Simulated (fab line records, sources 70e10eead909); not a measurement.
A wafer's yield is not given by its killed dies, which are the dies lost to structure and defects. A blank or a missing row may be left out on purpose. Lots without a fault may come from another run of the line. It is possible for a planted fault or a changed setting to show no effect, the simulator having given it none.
Chamber matching | flow nand-harc | NHARC_A_SLIT_ETCH_29 on rie-diel-11 has 4 sister chambers
The step etches the open film in CF4/O2, target depth 100 nm, overetch 10 nm, time 55 s. 14 wafers are shown with their chamber, then 7 later ones without.

== WAFERS, EACH WITH ITS CHAMBER ==
wafer  | chamber | drypump-motor-current-A (A) | rf-vpp-V (V) | oes-product-au (a.u.)
L469.1 | 0       | 6.0                         | 196.1        | 1.003
L469.3 | 1       | 6.2                         | 196.9        | 1.001
L469.6 | 1       | 6.2                         | 197.8        | 1.000
L472.3 | 0       | 6.1                         | 197.3        | 1.006
L472.4 | 3       | 6.0                         | 199.3        | 1.008
L472.5 | 0       | 6.1                         | 197.7        | 1.005
L475.2 | 2       | 5.9                         | 198.9        | 0.999
L475.4 | 1       | 6.2                         | 196.2        | 1.012
L475.6 | 3       | 6.0                         | 199.4        | 0.995
L474.1 | 1       | 6.2                         | 197.1        | 1.003
L474.3 | 2       | 5.9                         | 199.2        | 1.001
L474.6 | 2       | 5.9                         | 199.3        | 0.999
L477.2 | 0       | 6.1                         | 197.1        | 1.019
L477.3 | 2       | 5.9                         | 200.1        | 1.007

SIGNATURES (averages over the wafers above)
reading                 | chamber 0 | chamber 1 | chamber 2 | chamber 3 | scatter within a chamber
drypump-motor-current-A | 6.075     | 6.200     | 5.900     | 6.000     | 0.0274
rf-vpp-V                | 197.050   | 197.000   | 199.375   | 199.350   | 0.59
oes-product-au          | 1.00825   | 1.00400   | 1.00150   | 1.00150   | 0.00613
Rule: for a wafer and a chamber, the distance is found by dividing, reading by reading, the gap between the wafer's reading and the chamber's mean by the reading's scatter, squaring, summing and taking the root. The wafer belongs to the nearest chamber; if the next one is less than 2 further off, it can't be placed. The scatter is the square root of a quotient: the sum, over the shown wafers, of each reading's squared deviation from its chamber's mean, divided by wafers minus chambers.

== WAFERS MISSING THEIR CHAMBER ==
wafer  | drypump-motor-current-A (A) | rf-vpp-V (V) | oes-product-au (a.u.)
L477.4 | 6.3                         | 197.1        | 1.003
L478.4 | 6.1                         | 199.8        | 0.999
L478.5 | 5.9                         | 198.8        | 0.999
L478.6 | 6.3                         | 196.1        | 1.002
L480.3 | 6.3                         | 197.0        | 0.994
L480.4 | 5.9                         | 199.7        | 1.004
L480.5 | 5.9                         | 197.9        | 1.003

== THE CHAMBER EACH PASSED THROUGH ==
wafer  | from the rows above     | in truth
L477.4 | 1                       | 1
L478.4 | can't be placed: 3 or 0 | 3
L478.5 | 2                       | 2
L478.6 | 1                       | 1
L480.3 | 1                       | 1
L480.4 | 2                       | 2
L480.5 | can't be placed: 2 or 3 | 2
Placed correctly: 5 of 7. Not placeable from these rows: 2 (in 2, the candidates include the true chamber). 0 placed wrongly.
